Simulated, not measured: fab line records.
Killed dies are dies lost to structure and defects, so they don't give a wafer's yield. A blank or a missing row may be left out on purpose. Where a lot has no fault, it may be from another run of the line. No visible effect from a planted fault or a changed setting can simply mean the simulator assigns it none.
Chamber matching :: flow n5_finfet :: N5_BEOL_M11_CURE_72 on uv_cure-03: 3 sister chambers
The step cures SiCOH lowk, time 120 s. 14 wafers are shown with their chamber, then 7 later ones without.

EACH WAFER AND ITS CHAMBER
wafer: L074.2
chamber: 2
wafer_temp_C_max: 371.8
lamp_power_pct (%): 52.27

wafer: L074.5
chamber: 2
wafer_temp_C_max: 371.0
lamp_power_pct (%): 52.40

wafer: L074.6
chamber: 2
wafer_temp_C_max: 372.0
lamp_power_pct (%): 52.28

wafer: L079.1
chamber: 1
wafer_temp_C_max: 371.0
lamp_power_pct (%): 52.23

wafer: L079.4
chamber: 1
wafer_temp_C_max: 370.7
lamp_power_pct (%): 52.22

wafer: L079.6
chamber: 1
wafer_temp_C_max: 370.9
lamp_power_pct (%): 52.34

wafer: L085.1
chamber: 0
wafer_temp_C_max: 371.0
lamp_power_pct (%): 52.21

wafer: L085.3
chamber: 0
wafer_temp_C_max: 372.6
lamp_power_pct (%): 52.21

wafer: L085.5
chamber: 0
wafer_temp_C_max: 372.0
lamp_power_pct (%): 52.36

wafer: L085.2
chamber: 0
wafer_temp_C_max: 371.3
lamp_power_pct (%): 52.33

wafer: L085.4
chamber: 0
wafer_temp_C_max: 371.4
lamp_power_pct (%): 52.41

wafer: L085.6
chamber: 0
wafer_temp_C_max: 371.3
lamp_power_pct (%): 52.30

wafer: L089.2
chamber: 0
wafer_temp_C_max: 371.4
lamp_power_pct (%): 52.24

wafer: L089.3
chamber: 0
wafer_temp_C_max: 371.8
lamp_power_pct (%): 52.40

SIGNATURES, as means of the wafers listed above
reading: wafer_temp_C_max
chamber 0: 371.600
chamber 1: 370.867
chamber 2: 371.600
scatter within a chamber: 0.47

reading: lamp_power_pct
chamber 0: 52.3075
chamber 1: 52.2633
chamber 2: 52.3167
scatter within a chamber: 0.077
Rule: for each reading, subtract the chamber's mean from the wafer's reading, divide by that reading's scatter and square the result; add these up over the readings and take the root, which gives the wafer's distance from the chamber. If the next closest chamber is less than 2 further off than the closest, the wafer can't be placed; otherwise it belongs to the closest. The scatter: take each reading less its chamber's mean, square it, sum over the shown wafers, divide by the number of wafers less the number of chambers, and take the root.

WAFERS MISSING THEIR CHAMBER
wafer: L089.6
wafer_temp_C_max: 372.1
lamp_power_pct (%): 52.31

wafer: L095.1
wafer_temp_C_max: 370.9
lamp_power_pct (%): 52.33

wafer: L095.3
wafer_temp_C_max: 371.5
lamp_power_pct (%): 52.39

wafer: L095.4
wafer_temp_C_max: 371.1
lamp_power_pct (%): 52.40

wafer: L094.2
wafer_temp_C_max: 371.5
lamp_power_pct (%): 52.37

wafer: L094.3
wafer_temp_C_max: 372.1
lamp_power_pct (%): 52.32

wafer: L094.4
wafer_temp_C_max: 372.5
lamp_power_pct (%): 52.32

WHICH CHAMBER EACH ONE RAN IN
wafer: L089.6
from the rows above: can't be placed: 0 or 2 or 1
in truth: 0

wafer: L095.1
from the rows above: can't be placed: 1 or 2 or 0
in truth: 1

wafer: L095.3
from the rows above: can't be placed: 2 or 0 or 1
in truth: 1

wafer: L095.4
from the rows above: can't be placed: 2 or 0 or 1
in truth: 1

wafer: L094.2
from the rows above: can't be placed: 2 or 0 or 1
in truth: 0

wafer: L094.3
from the rows above: can't be placed: 2 or 0 or 1
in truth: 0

wafer: L094.4
from the rows above: can't be placed: 2 or 0 or 1
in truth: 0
Correct placement for 0 of the 7. From these rows, 7 cannot be placed; in 7 the true chamber is one of the candidates. 0 placed wrongly.
